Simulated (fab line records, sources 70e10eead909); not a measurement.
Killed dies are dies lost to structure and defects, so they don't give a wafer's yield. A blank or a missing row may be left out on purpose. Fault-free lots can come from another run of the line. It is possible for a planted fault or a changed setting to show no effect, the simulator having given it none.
fab line records ; flow nand_harc
record: lots: 10; wafers: 30; last_day: 33
route steps=1302 shown P_M0@270 END@1302
lots untouched by any fault: they come from a run of this same line in which no faults occurred
start_h: start of the lot's first displayed wafer, in hours after the record's first day ; wait_h: hours since the lot's step before ; " same as the row above ; L1.1+2: a row that stands for several wafers ; - no value present, or no start provided ; * or withheld: withheld ; < > ~ a bound
route shown NAME@n: NAME is a module with steps in the file, n the number in the route of the first one ; usual: average and standard deviation across the fault-free wafers ; same: alike in all rows ; chamber/n: place in a boat ; sites: each site's reading ; _std_site: the standard deviation of these ; _edge_site: mean of outer sites minus mean of inner sites ; radius_mm: for every site, how far away it sits from the centre of the wafer ; mask NAME#n: copy n ; behind: the most recent tool/chamber to have shaped the wafer ; hold: why the lot was held/for how many hours/how that ended ; device: the n, p or np transistor that did not switch ; end of line: tests of these same wafers at the route's end ; step lacking rows: just its recipe ; killed: not the wafer's yield, but the dies lost to structure and defects at the first sort ; map: a wafer's dies, x killed, . not, _ none there
set.NAME: the setting as run; set.NAME@STEP: as run at that earlier step ; model.NAME: the simulator's own value behind a step, which no gauge read
a sample of lots followed through the steps of the route, with each step as a table and each wafer as a row
services: the hour from which a tool's chamber was out of use, counted from the record's first day as start_h (under 0 if before that day), plus the number of hours and why
== steps ==
step: NHARC_P_M0_STRIP_18
recipe: power_w: 1000; n2_flow_sccm: 150; h2_flow_sccm: 150; ar_flow_sccm: 0; bias_w: 0; chemistry: N2/H2
usual: drypump_motor_current_A: 5.7/0.31; oes_product_au: 1.002/0.012; rf_vpp_V: 90.4/1; showerhead_plenum_p_Torr: 1.99/0.11; throttle_valve_pct: 14.170/0.0089
lot.wafer;tool;chamber;start_h;wait_h;drypump_motor_current_A;oes_product_au;rf_hours_counter_h;rf_vpp_V;showerhead_plenum_p_Torr;throttle_valve_pct
L884.1;rie_diel-05;2;126.75;0.1;5.5;1.007;27;89.8;2.03;14.169
L884.6;rie_diel-05;0;126.75;0.1;5.8;1.019;-;93.0;2.11;14.176
L884.5;rie_diel-05;1;126.75;0.1;5.1;1.031;-;91.4;2.01;14.185
L895.3;rie_diel-12;2;233.56;0.1;5.9;1.003;18;89.3;1.90;14.160
L895.2;rie_diel-12;1;233.56;0.1;6.0;0.994;20;88.7;1.89;14.155
L895.5;rie_diel-12;2;233.56;0.1;5.9;1.011;-;89.9;1.91;14.189
L896.1;rie_diel-12;1;239.19;0.1;6.1;0.996;21;89.7;1.89;14.166
L896.3;rie_diel-12;2;239.19;0.1;5.9;1.001;20;91.3;1.90;14.191
L896.2;rie_diel-12;3;239.19;0.1;5.5;1.006;21;92.1;2.16;14.173
L900.1;rie_diel-10;3;283.34;0.1;6.1;0.997;9;90.5;2.05;14.169
L900.3;rie_diel-10;0;283.34;0.1;6.1;1.014;9;90.0;1.91;14.164
L900.6;rie_diel-10;1;283.34;0.1;5.2;0.999;-;90.8;2.13;14.158
L902.4;rie_diel-10;1;305.68;0.1;5.2;1.011;16;90.9;2.13;14.169
L902.1;rie_diel-10;3;305.68;0.1;6.1;0.978;15;89.9;2.05;14.182
L902.3;rie_diel-10;0;305.68;0.1;6.1;0.993;14;88.8;1.91;14.173
L903.3;rie_diel-12;1;305.87;0.1;6.1;1.004;4;89.3;1.89;14.164
L903.2;rie_diel-12;2;305.87;0.1;5.9;0.998;4;89.9;1.90;14.171
L903.6;rie_diel-12;0;305.87;0.1;5.6;1.009;-;89.2;1.88;14.167
L904.3;rie_diel-12;3;326.60;0.1;5.4;1.010;9;90.9;2.15;14.173
L904.4;rie_diel-12;0;326.60;0.1;5.6;1.015;8;89.1;1.87;14.182
L904.6;rie_diel-12;0;326.60;0.1;5.6;1.010;-;89.5;1.88;14.170
L905.3;rie_diel-05;1;330.24;0.1;5.1;0.992;28;92.0;1.99;14.190
L905.2;rie_diel-05;2;330.24;0.1;5.5;1.010;26;91.7;2.01;14.186
L905.6;rie_diel-05;0;330.24;0.1;5.8;1.007;-;91.2;2.09;14.167
L906.3;rie_diel-12;3;343.00;0.1;5.4;1.000;12;91.0;2.15;14.172
L906.4;rie_diel-12;0;343.00;0.1;5.5;1.017;11;89.2;1.87;14.166
L906.6;rie_diel-12;0;343.00;0.1;5.5;1.015;-;91.1;1.87;14.164
L907.3;rie_diel-12;3;359.39;0.2;5.5;1.023;15;91.0;2.15;14.173
L907.1;rie_diel-12;2;359.39;0.2;5.9;1.005;13;89.8;1.90;14.174
L907.6;rie_diel-12;3;359.39;0.2;5.5;1.028;-;90.5;2.15;14.146
step: NHARC_P_M0_PRE_CLEAN_29
recipe: time_s: 30; temp_c: 280; gas: H2/He
usual: heater_power_w: 412/33; susceptor_temp_C: 280.03/0.2
lot.wafer;tool;chamber;start_h;wait_h;heater_power_w;susceptor_temp_C
L884.1;pvd_sputter-03;-;-;-;445;279.92
L884.6;pvd_sputter-03;-;-;-;435;279.87
L884.5;pvd_sputter-03;-;-;-;436;279.97
L895.2;pvd_sputter-03;-;-;-;405;280.06
L895.3;pvd_sputter-03;-;-;-;452;279.83
L895.5;pvd_sputter-03;-;-;-;395;280.07
L896.1;pvd_sputter-02;-;-;-;365;280.16
L896.3;pvd_sputter-02;-;-;-;374;280.27
L896.2;pvd_sputter-02;-;-;-;421;280.23
L900.3;pvd_sputter-03;-;-;-;457;280.17
L900.1;pvd_sputter-03;-;-;-;416;279.61
L900.6;pvd_sputter-03;-;-;-;412;280.20
L902.3;pvd_sputter-03;-;-;-;453;280.19
L902.1;pvd_sputter-03;-;-;-;451;279.83
L902.4;pvd_sputter-03;-;-;-;401;279.75
L903.2;pvd_sputter-01;-;-;-;446;279.98
L903.3;pvd_sputter-01;-;-;-;399;280.25
L903.6;pvd_sputter-01;-;-;-;446;280.01
L904.4;pvd_sputter-01;-;-;-;446;279.76
L904.3;pvd_sputter-01;-;-;-;382;279.95
L904.6;pvd_sputter-01;-;-;-;385;279.99
L905.2;pvd_sputter-03;-;-;-;402;-
L905.3;pvd_sputter-03;-;-;-;450;-
L905.6;pvd_sputter-03;-;-;-;399;-
L906.3;pvd_sputter-01;-;-;-;354;280.25
L906.4;pvd_sputter-01;-;-;-;448;280.03
L906.6;pvd_sputter-01;-;-;-;383;280.02
L907.3;pvd_sputter-01;-;-;-;401;279.83
L907.1;pvd_sputter-01;-;-;-;396;280.22
L907.6;pvd_sputter-01;-;-;-;388;280.00
step: NHARC_P_M0_THK_MEAS_24
recipe: thk_meas_gauge: xrf
usual: thk_nm: 117.4/1.7
lot.wafer;tool;chamber;start_h;wait_h;thk_nm
L884.1;film_metro-02;-;128.97;-;117.5
L884.5;film_metro-02;-;128.97;-;114.2
L884.6;film_metro-02;-;128.97;-;116.4
L895.2;film_metro-01;-;235.50;-;122.3
L895.3;film_metro-01;-;235.50;-;121.5
L895.5;film_metro-01;-;235.50;-;122.4
L896.1;film_metro-01;-;241.10;-;122.6
L896.2;film_metro-01;-;241.10;-;120.8
L896.3;film_metro-01;-;241.10;-;121.1
L900.1;film_metro-02;-;285.23;-;118.5
L900.3;film_metro-02;-;285.23;-;120.1
L900.6;film_metro-02;-;285.23;-;119.6
L902.1;film_metro-02;-;307.63;-;117.8
L902.3;film_metro-02;-;307.63;-;116.5
L902.4;film_metro-02;-;307.63;-;120.0
L903.2;film_metro-02;-;307.94;-;116.4
L903.3;film_metro-02;-;307.94;-;119.6
L903.6;film_metro-02;-;307.94;-;118.7
L904.3;film_metro-02;-;328.85;-;117.0
L904.4;film_metro-02;-;328.85;-;117.4
L904.6;film_metro-02;-;328.85;-;116.2
L905.2;film_metro-02;-;332.16;-;118.0
L905.3;film_metro-02;-;332.16;-;117.3
L905.6;film_metro-02;-;332.16;-;117.2
L906.3;film_metro-02;-;345.36;-;118.1
L906.4;film_metro-02;-;345.36;-;118.3
L906.6;film_metro-02;-;345.36;-;118.9
L907.1;film_metro-02;-;361.33;-;117.9
L907.3;film_metro-02;-;361.33;-;118.0
L907.6;film_metro-02;-;361.33;-;115.7
step: NHARC_P_M0_PRE_CLEAN_31
recipe: time_s: 12; temp_c: 370; rf_power_w: 300; gas: NH3
usual: heater_power_w: 617/46; susceptor_temp_C: 370.03/0.22
lot.wafer;tool;chamber;start_h;wait_h;heater_power_w;susceptor_temp_C
L884.1;pecvd-01;0;129.19;0.1;610;369.89
L884.5;pecvd-01;0;129.19;0.1;645;370.09
L884.6;pecvd-01;2;129.19;0.1;588;369.95
L895.3;pecvd-01;2;235.74;0.1;552;370.05
L895.2;pecvd-01;0;235.74;0.1;649;369.83
L895.5;pecvd-01;2;235.74;0.1;563;369.88
L896.2;pecvd-01;0;241.33;0.1;565;369.98
L896.3;pecvd-01;1;241.33;0.1;569;370.18
L896.1;pecvd-01;2;241.33;0.1;600;370.05
L900.3;pecvd-02;0;285.47;0.1;603;369.95
L900.1;pecvd-02;2;285.47;0.1;566;369.90
L900.6;pecvd-02;0;285.47;0.1;594;370.05
L902.1;pecvd-02;1;307.85;0.1;685;369.97
L902.3;pecvd-02;0;307.85;0.1;491;370.19
L902.4;pecvd-02;2;307.85;0.1;544;369.92
L903.2;pecvd-04;0;308.16;0.1;612;369.78
L903.3;pecvd-04;2;308.16;0.1;660;369.91
L903.6;pecvd-04;1;308.16;0.1;614;369.84
L904.3;pecvd-04;0;329.07;0.1;634;370.01
L904.6;pecvd-04;0;329.07;0.1;613;370.21
L904.4;pecvd-04;2;329.07;0.1;567;369.95
L905.2;pecvd-01;1;332.40;0.1;637;369.90
L905.3;pecvd-01;2;332.40;0.1;662;369.89
L905.6;pecvd-01;0;332.40;0.1;600;370.27
L906.3;pecvd-01;1;345.59;0.1;642;370.18
L906.6;pecvd-01;1;345.59;0.1;623;370.25
L906.4;pecvd-01;2;345.59;0.1;680;369.78
L907.1;pecvd-01;1;361.55;0.1;583;370.00
L907.3;pecvd-01;0;361.55;0.1;584;369.93
L907.6;pecvd-01;2;361.55;0.1;692;370.27
step: NHARC_END_SORT_01
recipe: temp_c: 25
usual: defect_limited_yield: 91.5/2.5; killed_at_array: 52/17; killed_at_other: 1.2/1.4; killed_at_periphery: 4.7/2.9; killed_dies: 58/17; killed_open: 3.2/1.9; killed_short: 2.4/1.4; sort_bin_2_pct: 3.0/1.1; sort_bin_3_pct: 0.6/0.37; sort_bin_4_pct: 4.8/1.4; sort_n_pass: 619/17; sort_rim_yield_pct: 90/4.9; sort_yield_pct: 91.5/2.5
same: gross_dies: 677; sort_bin_5_pct[%]: 0; sort_bin_6_pct[%]: 0; sort_bin_7_pct[%]: 0; sort_bin_8_pct[%]: 0; sort_rim_n_gross: 106.00
lot.wafer;tool;chamber;start_h;wait_h;defect_limited_yield[%];killed_at_array;killed_at_other;killed_at_periphery;killed_dies;killed_open;killed_short;sort_bin_2_pct[%];sort_bin_3_pct[%];sort_bin_4_pct[%];sort_n_pass;sort_rim_yield_pct[%];sort_yield_pct[%]
L884.1;prober-02;0;549.16;2.5;89.1;67;0;7;74;3;2;4.6;0.9;5.5;603;77;89.1
L884.5;prober-02;0;552.36;3.7;88.9;69;0;6;75;1;1;4.3;0.4;6.4;602;86;88.9
L884.6;prober-02;0;553.16;4.0;90.1;63;2;2;67;2;1;4.6;0.6;4.7;610;82;90.1
L895.2;prober-01;0;667.78;2.8;89.5;66;3;2;71;3;3;4.6;0.4;5.5;606;92;89.5
L895.3;prober-01;0;668.59;3.1;93.6;39;2;2;43;1;1;2.1;0.9;3.4;634;88;93.6
L895.5;prober-01;0;670.21;3.7;92.9;44;0;4;48;2;3;3.7;0.6;2.8;629;85;92.9
L896.1;prober-02;0;668.52;2.5;93.4;40;2;3;45;2;3;2.4;0.4;3.8;632;92;93.4
L896.2;prober-02;0;669.32;2.8;93.6;41;0;2;43;3;2;1.5;0.1;4.7;634;94;93.6
L896.3;prober-02;0;670.11;3.1;93.1;42;0;5;47;1;2;2.7;0.3;4.0;630;97;93.1
L900.1;prober-01;0;715.33;2.5;94.4;31;1;6;38;6;3;1.3;0.1;4.1;639;95;94.4
L900.3;prober-01;0;716.94;3.1;95.3;28;0;4;32;3;3;2.1;0.3;2.4;645;97;95.3
L900.6;prober-01;0;719.35;4.0;97.6;15;0;1;16;2;1;0.7;0;1.6;661;92;97.6
L903.2;prober-01;0;762.85;2.8;90.5;56;4;4;64;1;5;4.4;0.7;4.3;613;97;90.5
L903.3;prober-01;0;763.66;3.1;89.1;64;1;9;74;2;2;3.8;1.0;6.1;603;92;89.1
L903.6;prober-01;0;766.08;4.0;88.8;72;1;3;76;3;2;4.4;1.2;5.6;601;91;88.8
L902.1;prober-02;0;764.96;2.5;93.9;37;0;4;41;3;3;1.8;0.3;4.0;636;91;93.9
L902.3;prober-02;0;766.54;3.1;95.0;25;1;8;34;1;3;1.2;0.7;3.1;643;93;95.0
L902.4;prober-02;0;767.33;3.4;93.4;34;3;8;45;2;2;1.9;0.3;4.4;632;97;93.4
L904.3;prober-01;0;771.47;3.1;88.0;79;1;1;81;5;0;4.3;1.3;6.4;596;88;88.0
L904.4;prober-01;0;772.27;3.4;88.0;77;1;3;81;4;1;4.4;0.6;6.9;596;90;88.0
L904.6;prober-01;0;773.86;4.0;93.5;39;1;4;44;1;1;2.8;0.7;3.0;633;92;93.5
L905.2;prober-02;0;773.68;2.8;93.1;45;0;2;47;1;1;1.8;0.1;5.0;630;87;93.1
L905.3;prober-02;0;774.48;3.1;92.8;39;2;8;49;6;3;1.8;0.4;5.0;628;93;92.8
L905.6;prober-02;0;776.88;4.0;95.0;27;5;2;34;1;1;1.3;0.1;3.5;643;93;95.0
L906.3;prober-01;0;780.17;3.1;93.5;38;0;6;44;2;4;2.5;0.9;3.1;633;86;93.5
L906.4;prober-01;0;780.97;3.4;90.7;53;3;7;63;2;3;2.8;0.6;5.9;614;93;90.7
L906.6;prober-01;0;782.57;4.0;92.2;47;3;3;53;6;3;2.5;0.3;5.0;624;89;92.2
L907.1;prober-01;0;789.66;2.5;93.2;43;0;3;46;4;3;2.1;0.6;4.1;631;87;93.2
L907.3;prober-01;0;791.24;3.1;94.1;37;0;3;40;2;1;2.7;0.6;2.7;637;91;94.1
L907.6;prober-01;0;793.61;4.0;92.3;50;0;2;52;2;1;2.7;0.4;4.6;625;97;92.3
killed by level:class
L884.1 A_CHANNEL_HOLE_D1:chamber_film_flake=29 A_CHANNEL_HOLE_D2:chamber_film_flake=13 A_SLIT:chamber_film_flake=11 A_STAIRCASE:chamber_film_flake=4 A_CONTACT:chamber_film_flake=3 P_STI:chamber_film_flake=2 P_BONDPAD:chamber_film_flake=2 P_BONDPAD:geometric_particle:open=1
L884.5 A_CHANNEL_HOLE_D2:chamber_film_flake=22 A_SLIT:chamber_film_flake=19 A_CHANNEL_HOLE_D1:chamber_film_flake=15 P_BONDPAD:chamber_film_flake=5 A_STAIRCASE:chamber_film_flake=5 A_DECK1_JOINT:chamber_film_flake=2 A_CHANNEL_FILL_D2:chamber_film_flake=2 A_CHANNEL_HOLE_D1:geometric_particle:short=1
L884.6 A_CHANNEL_HOLE_D1:chamber_film_flake=19 A_SLIT:chamber_film_flake=17 A_CHANNEL_HOLE_D2:chamber_film_flake=16 A_STAIRCASE:chamber_film_flake=6 THIN_TSV:chamber_film_flake=2 P_M2:geometric_particle:open=1 A_CHANNEL_FILL_D1:geometric_particle:open=1 A_ONON_D2:geometric_particle:short=1
L895.2 A_SLIT:chamber_film_flake=38 A_CHANNEL_HOLE_D1:chamber_film_flake=16 A_STAIRCASE:chamber_film_flake=4 THIN_TSV:chamber_film_flake=3 A_CONTACT:chamber_film_flake=2 P_STI:geometric_particle:short=1 A_CHANNEL_HOLE_D1:geometric_particle:short=1 A_DECK1_JOINT:geometric_particle:short=1
L896.1 A_CHANNEL_HOLE_D2:chamber_film_flake=14 A_CONTACT:chamber_film_flake=9 A_WL_FILL:chamber_film_flake=5 A_CHANNEL_HOLE_D1:chamber_film_flake=4 A_STAIRCASE:chamber_film_flake=2 A_SLIT:chamber_film_flake=2 THIN_TSV:chamber_film_flake=2 P_CONTACT:geometric_particle:short=1
L895.3 A_CHANNEL_HOLE_D1:chamber_film_flake=17 A_SLIT:chamber_film_flake=16 A_CONTACT:chamber_film_flake=2 THIN_TSV:chamber_film_flake=2 P_M0:geometric_particle:open=1 A_CHANNEL_FILL_D2:geometric_particle:short=1 P_BONDPAD:chamber_film_flake=1 A_ZERO_WELL:chamber_film_flake=1
L896.2 A_CHANNEL_HOLE_D2:chamber_film_flake=15 A_CHANNEL_HOLE_D1:chamber_film_flake=8 A_STAIRCASE:chamber_film_flake=3 A_SLIT:chamber_film_flake=3 A_WL_FILL:chamber_film_flake=3 A_CONTACT:chamber_film_flake=3 P_GATE:geometric_particle:open=1 P_M0:geometric_particle:open=1
L896.3 A_CHANNEL_HOLE_D2:chamber_film_flake=13 A_CONTACT:chamber_film_flake=10 A_CHANNEL_HOLE_D1:chamber_film_flake=9 A_WL_FILL:chamber_film_flake=5 P_CONTACT:chamber_film_flake=2 P_STI:chamber_film_flake=2 A_SLIT:chamber_film_flake=2 A_CHANNEL_FILL_D2:geometric_particle:short=1
L895.5 A_SLIT:chamber_film_flake=21 A_CHANNEL_HOLE_D1:chamber_film_flake=13 A_CONTACT:chamber_film_flake=5 P_ZERO_WELL:chamber_film_flake=2 P_GATE:geometric_particle:short=1 A_DECK1_JOINT:geometric_particle:short=1 A_ONON_D2:geometric_particle:open=1 A_WL_FILL:geometric_particle:short=1
L900.1 A_CHANNEL_HOLE_D1:chamber_film_flake=9 A_SLIT:chamber_film_flake=6 A_STAIRCASE:chamber_film_flake=3 A_CONTACT:chamber_film_flake=3 P_GATE:chamber_film_flake=2 A_CHANNEL_FILL_D2:chamber_film_flake=2 P_CONTACT:geometric_particle:short=1 P_M1:geometric_particle:open=1
L900.3 A_CHANNEL_HOLE_D1:chamber_film_flake=7 A_STAIRCASE:chamber_film_flake=6 A_CONTACT:chamber_film_flake=6 P_GATE:chamber_film_flake=4 A_CHANNEL_FILL_D2:chamber_film_flake=2 A_SOURCE_PLATE:geometric_particle:open=1 A_ONON_D1:geometric_particle:short=1 A_ONON_D2:geometric_particle:short=1
L900.6 A_SLIT:chamber_film_flake=5 A_CHANNEL_HOLE_D1:chamber_film_flake=3 A_CONTACT:chamber_film_flake=2 P_CONTACT:geometric_particle:open=1 A_SOURCE_PLATE:geometric_particle:open=1 A_WL_FILL:geometric_particle:short=1 A_CHANNEL_FILL_D2:chamber_film_flake=1 A_STAIRCASE:chamber_film_flake=1
L903.2 A_SLIT:chamber_film_flake=23 A_CHANNEL_HOLE_D2:chamber_film_flake=14 A_CHANNEL_HOLE_D1:chamber_film_flake=8 A_STAIRCASE:chamber_film_flake=5 THIN_TSV:chamber_film_flake=3 A_CHANNEL_FILL_D1:chamber_film_flake=2 P_CONTACT:geometric_particle:short=1 P_CONTACT:geometric_particle:open=1
L903.3 A_SLIT:chamber_film_flake=25 A_CHANNEL_HOLE_D2:chamber_film_flake=18 A_STAIRCASE:chamber_film_flake=7 A_CHANNEL_HOLE_D1:chamber_film_flake=6 P_BONDPAD:chamber_film_flake=3 P_STI:chamber_film_flake=2 A_ZERO_WELL:chamber_film_flake=2 A_CHANNEL_FILL_D1:chamber_film_flake=2
L902.1 A_CHANNEL_HOLE_D1:chamber_film_flake=12 A_CONTACT:chamber_film_flake=10 A_SLIT:chamber_film_flake=4 A_WL_FILL:chamber_film_flake=4 P_BONDPAD:chamber_film_flake=3 A_ONON_D1:geometric_particle:open=2 A_STAIRCASE:chamber_film_flake=2 P_M0:geometric_particle:open=1
L903.6 A_SLIT:chamber_film_flake=27 A_CHANNEL_HOLE_D2:chamber_film_flake=21 A_CHANNEL_HOLE_D1:chamber_film_flake=10 A_STAIRCASE:chamber_film_flake=4 A_WL_FILL:geometric_particle:short=2 P_ZERO_WELL:chamber_film_flake=2 A_ZERO_WELL:chamber_film_flake=2 A_ONON_D1:geometric_particle:open=1
L902.3 A_CHANNEL_HOLE_D1:chamber_film_flake=12 A_CONTACT:chamber_film_flake=6 P_BONDPAD:chamber_film_flake=5 A_SLIT:chamber_film_flake=3 P_M0:geometric_particle:short=1 A_CHANNEL_FILL_D1:geometric_particle:open=1 A_ONON_D2:geometric_particle:short=1 A_SGD_CUT:geometric_particle:short=1
L902.4 A_CHANNEL_HOLE_D1:chamber_film_flake=13 P_BONDPAD:chamber_film_flake=6 A_SLIT:chamber_film_flake=6 A_CONTACT:chamber_film_flake=5 A_ZERO_WELL:chamber_film_flake=2 A_DECK1_JOINT:chamber_film_flake=2 A_STAIRCASE:chamber_film_flake=2 A_WL_FILL:chamber_film_flake=2
L904.3 A_SLIT:chamber_film_flake=28 A_CHANNEL_HOLE_D2:chamber_film_flake=20 A_CHANNEL_HOLE_D1:chamber_film_flake=13 A_BLC:chamber_film_flake=6 A_CONTACT:chamber_film_flake=5 A_STAIRCASE:chamber_film_flake=3 P_M0:geometric_particle:open=1 A_SGD_CUT:geometric_particle:open=1
L904.4 A_SLIT:chamber_film_flake=33 A_CHANNEL_HOLE_D2:chamber_film_flake=18 A_CONTACT:chamber_film_flake=13 A_CHANNEL_HOLE_D1:chamber_film_flake=5 A_STAIRCASE:chamber_film_flake=3 P_CONTACT:geometric_particle:open=1 A_CHANNEL_FILL_D1:geometric_particle:short=1 A_CHANNEL_HOLE_D2:geometric_particle:open=1
L905.2 A_CHANNEL_HOLE_D1:chamber_film_flake=18 A_SLIT:chamber_film_flake=13 A_M1:chamber_film_flake=6 A_STAIRCASE:chamber_film_flake=4 A_DECK1_JOINT:chamber_film_flake=2 A_DECK1_JOINT:geometric_particle:short=1 A_WL_FILL:geometric_particle:open=1 P_STI:chamber_film_flake=1
L904.6 A_SLIT:chamber_film_flake=15 A_CHANNEL_HOLE_D2:chamber_film_flake=7 A_CONTACT:chamber_film_flake=7 A_CHANNEL_HOLE_D1:chamber_film_flake=4 P_ZERO_WELL:chamber_film_flake=2 A_STAIRCASE:chamber_film_flake=2 A_SLIT:geometric_particle:open=1 A_WL_FILL:chamber_film_flake=1
L905.3 A_CHANNEL_HOLE_D1:chamber_film_flake=23 A_STAIRCASE:chamber_film_flake=4 A_SLIT:chamber_film_flake=4 P_CONTACT:geometric_particle:open=2 P_M2:chamber_film_flake=2 A_CONTACT:chamber_film_flake=2 THIN_TSV:chamber_film_flake=2 P_CONTACT:geometric_particle:short=1
L905.6 A_CHANNEL_HOLE_D1:chamber_film_flake=12 A_SLIT:chamber_film_flake=4 THIN_TSV:chamber_film_flake=4 A_CONTACT:chamber_film_flake=3 A_M1:chamber_film_flake=3 A_STAIRCASE:chamber_film_flake=2 P_STI:geometric_particle:short=1 A_M0:geometric_particle:open=1
L906.3 A_CHANNEL_HOLE_D2:chamber_film_flake=16 A_CONTACT:chamber_film_flake=9 A_SLIT:chamber_film_flake=5 P_ZERO_WELL:chamber_film_flake=3 P_M2:chamber_film_flake=2 A_STAIRCASE:chamber_film_flake=2 P_GATE:geometric_particle:open=1 A_ONON_D1:geometric_particle:short=1
L906.4 A_CHANNEL_HOLE_D2:chamber_film_flake=23 A_SLIT:chamber_film_flake=10 A_CONTACT:chamber_film_flake=9 A_STAIRCASE:chamber_film_flake=8 P_ZERO_WELL:chamber_film_flake=3 P_M2:chamber_film_flake=2 THIN_TSV:chamber_film_flake=2 P_STI:geometric_particle:open=1
L906.6 A_CHANNEL_HOLE_D2:chamber_film_flake=16 A_CONTACT:chamber_film_flake=14 A_STAIRCASE:chamber_film_flake=4 A_SLIT:chamber_film_flake=3 A_WL_FILL:geometric_particle:open=2 THIN_TSV:chamber_film_flake=2 P_GATE:geometric_particle:short=1 A_SOURCE_PLATE:geometric_particle:open=1
L907.1 A_SLIT:chamber_film_flake=25 A_CONTACT:chamber_film_flake=6 A_CHANNEL_HOLE_D2:chamber_film_flake=5 A_WL_FILL:geometric_particle:open=2 P_GATE:chamber_film_flake=2 A_ONON_D2:geometric_particle:short=1 A_CHANNEL_FILL_D2:geometric_particle:open=1 A_SGD_CUT:geometric_particle:short=1
L907.3 A_SLIT:chamber_film_flake=21 A_CHANNEL_HOLE_D2:chamber_film_flake=6 A_WL_FILL:chamber_film_flake=3 A_CONTACT:chamber_film_flake=3 A_ONON_D1:geometric_particle:open=1 A_DECK1_JOINT:geometric_particle:short=1 A_WL_FILL:geometric_particle:open=1 P_ZERO_WELL:chamber_film_flake=1
L907.6 A_SLIT:chamber_film_flake=35 A_CHANNEL_HOLE_D2:chamber_film_flake=4 A_DECK1_JOINT:chamber_film_flake=2 A_CONTACT:chamber_film_flake=2 A_ONON_D2:geometric_particle:open=1 A_SGD_CUT:geometric_particle:open=1 A_WL_FILL:geometric_particle:short=1 P_STI:chamber_film_flake=1
== services ==
tool;chamber;start_h;hours;kind
pvd_sputter-03;-;102.86;4.4;repair
pvd_sputter-01;-;105.21;16.9;repair
rie_diel-12;2;120.26;7.1;repair
pecvd-01;-;130.00;13.0;pm
rie_diel-12;-;141.10;0.7;repair
pecvd-04;2;144.69;6.3;repair
pvd_sputter-03;-;146.82;1.5;repair
rie_diel-05;2;151.25;8.9;repair
rie_diel-12;1;154.89;14.6;repair
pvd_sputter-03;-;170.00;10.0;pm
pecvd-01;1;195.39;5.7;repair
pvd_sputter-01;-;226.03;10.0;pm
pecvd-02;-;227.32;13.0;pm
rie_diel-05;-;231.94;9.0;pm
rie_diel-10;-;244.86;9.0;pm
rie_diel-12;-;268.40;9.0;pm
pvd_sputter-03;-;280.58;1.5;repair
pecvd-01;-;311.00;13.0;pm
pvd_sputter-01;-;314.73;1.0;repair
pvd_sputter-01;-;321.14;2.1;repair
pvd_sputter-01;-;329.18;1.4;repair
rie_diel-12;1;332.74;8.1;repair
pecvd-01;-;332.91;2.6;repair
pvd_sputter-03;-;348.00;10.0;pm
== key ==
first_sign: step: NHARC_P_M0_THK_MEAS_24; reading: thk_nm; direction: up; sigmas: 2.7; usual: 117.4; struck: 121.8
effect none on later readings
met_at NHARC_P_M0_THK_MEAS_24
struck_lots L895,L896
not_acting_at NHARC_P_M0_STRIP_18,NHARC_P_M0_PRE_CLEAN_29,NHARC_P_M0_PRE_CLEAN_31
fault: kind: metrology_matching_offset; tool: film_metro-01; chamber: -; onset_h: 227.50; steps: NHARC_P_M0_THK_MEAS_24; param: thk_nm; offset: 4.1334
